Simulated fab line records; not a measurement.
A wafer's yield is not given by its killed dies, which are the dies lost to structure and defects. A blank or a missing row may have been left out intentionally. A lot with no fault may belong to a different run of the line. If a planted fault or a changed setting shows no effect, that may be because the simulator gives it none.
Comparing a struck lot with a sound one    flow nandHarc    17 out of 1302 route steps
Sound: wafers L246.1, L246.5, L246.6. Struck: wafer L257.3 (left out: L257.5, a lot-mate that was not struck); the cause follows at the end.
Each step with rows lists, per side, the tool, then ch with its chambers, then its first start. Under that, the readings that differ: sound wafers    struck wafers    difference of the means    sigmas: that difference in standard deviations of wafers without a fault.
alike: readings whose means differ by less than 2 such deviations, and words and numbers that are the same on both sides. not compared: withheld readings, readings that some wafer has no value for, bounds like >300 that may hide the same value, and numbers for which the record gives no deviation and whose values overlap.
The two part at a step that has a row with sigmas, a row that says differs or no value, or rows on one side only. Numbers that have no deviation but don't overlap get no sigmas and don't part them. A reading missing from all wafers of one side parts the sides only when that side holds two or more wafers.

NHARC_A_SGD_CUT_CD_MEAS_09: the cd target is 100 nm.
  sound on cdSem-01 ch 0, day 20 01:56; struck on cdSem-03 ch 0, day 24 07:19
  alike: cdNm
NHARC_A_SGD_CUT_OVL_MEAS_10:
  struck on overlay-02, day 24 07:23; sound on overlay-02, day 20 02:01
  alike: overlayXNm, overlayYNm
NHARC_A_SGD_CUT_INSPECT_11:
  struck on defectInspect-02, day 24 07:26; sound on defectInspect-02, day 20 02:04
  alike: rawDefectCount
NHARC_A_SGD_CUT_DESCUM_14: chemistry O2, time 3 s.
  sound on rieDiel-06 ch 0,2,3, day 20 02:09; struck on rieDiel-06 ch 2, day 24 07:29
  alike: drypumpMotorCurrentA, oesProductAu, rfVppV, showerheadPlenumPTorr, throttleValvePct
  not compared: rfHoursCounterH
NHARC_A_SGD_CUT_ETCH_58: etches the open film in CF4, target depth 39 nm, time 65 s.
  sound on rieDiel-06 ch 1,2, day 20 02:13; struck on rieDiel-06 ch 2, day 24 07:35
reading              sound              struck  difference  sigmas
oesProductAu (a.u.)  1.006 1.001 1.017  0.989   -0.019      -3
  alike: drypumpMotorCurrentA, rfVppV, showerheadPlenumPTorr, throttleValvePct
  not compared: rfHoursCounterH
then, 1 step without rows for these wafers: NHARC_A_SGD_CUT_ETCH_59 (etches the open film in N2/H2, target depth 260 nm, time 406.25 s).
NHARC_A_SGD_CUT_ETCH_15: etches the open film in CH3F/O2, target depth 75 nm, time 64.3 s.
  sound: rieDiel-06 ch 0,1,2; struck: rieDiel-06 ch 1
  alike: drypumpMotorCurrentA, oesProductAu, rfVppV, showerheadPlenumPTorr, throttleValvePct
  not compared: rfHoursCounterH
NHARC_A_SGD_CUT_ETCH_16: etches the open film in C4F8/O2/Ar, target depth 310.5 nm, time 155.2 s.
  sound: rieDiel-06 ch 0,1,3; struck: rieDiel-06 ch 2
  alike: oesProductAu, rfVppV
  not compared: rfHoursCounterH
then, 1 step without rows for these wafers: NHARC_A_SGD_CUT_STRIP_60 (strips in C4F8/O2/Ar).
NHARC_A_SGD_CUT_STRIP_17: strips in O2.
  sound: rieDiel-06 ch 0,2,3; struck: rieDiel-06 ch 1
  alike: drypumpMotorCurrentA, oesProductAu, rfVppV, showerheadPlenumPTorr, throttleValvePct
  not compared: rfHoursCounterH
then, 2 steps without rows for these wafers: NHARC_A_SGD_CUT_PRECLEAN_18 (cleans in SC1); NHARC_A_SGD_CUT_SRD_19.
NHARC_A_SGD_CUT_DEP_20: deposits SiO2, target thk 150 nm.
  sound on fcvd-01 ch 0,1, day 20 03:14; struck on fcvd-01 ch 0,1, day 24 08:44
then, 1 step without rows for these wafers: NHARC_A_SGD_CUT_ANNEAL_27 (time 1800 s).
NHARC_A_SGD_CUT_CMP_21: polishes, target thk 148.19 nm.
  sound on cmp-03 ch 1,2,3, day 20 07:57; struck on cmp-02 ch 3, day 24 14:19
reading                    sound              struck  difference  sigmas
motorCurrentA (A)          12.0 10.3 11.4     13.0    +1.8        +2
retainingRingPressureFrac  1.002 0.992 1.002  0.986   -0.013      -2
timeToEndpointS (s)        48.5 51.9 49.6     75.2    +25.2       +9
NHARC_A_SGD_CUT_THK_MEAS_22: measures by ellipsometry.
  struck on filmMetro-01, day 24 14:30; sound on filmMetro-02, day 20 08:10
  alike: thkNm
-- break in the record here, with 5 days between the starts of the struck wafers on either side (left off in module A_SGD_CUT, picked up again in module END, where the first step shown is number 1302 on the route) --
NHARC_END_SORT_01:
  sound on prober-01 ch 0, day 25 18:43; struck on prober-02 ch 0, day 29 20:26
reading        sound     struck  difference  sigmas
killedAtArray  58 57 38  92      +41         +3
killedDies     64 67 42  97      +39         +2
  alike: killedAtOther, killedAtPeriphery, killedOpen, killedShort

WHERE THEY PART
Last at NHARC_END_SORT_01 as far as this record goes, first at NHARC_A_SGD_CUT_ETCH_58.

WHY: whatever the simulator had introduced
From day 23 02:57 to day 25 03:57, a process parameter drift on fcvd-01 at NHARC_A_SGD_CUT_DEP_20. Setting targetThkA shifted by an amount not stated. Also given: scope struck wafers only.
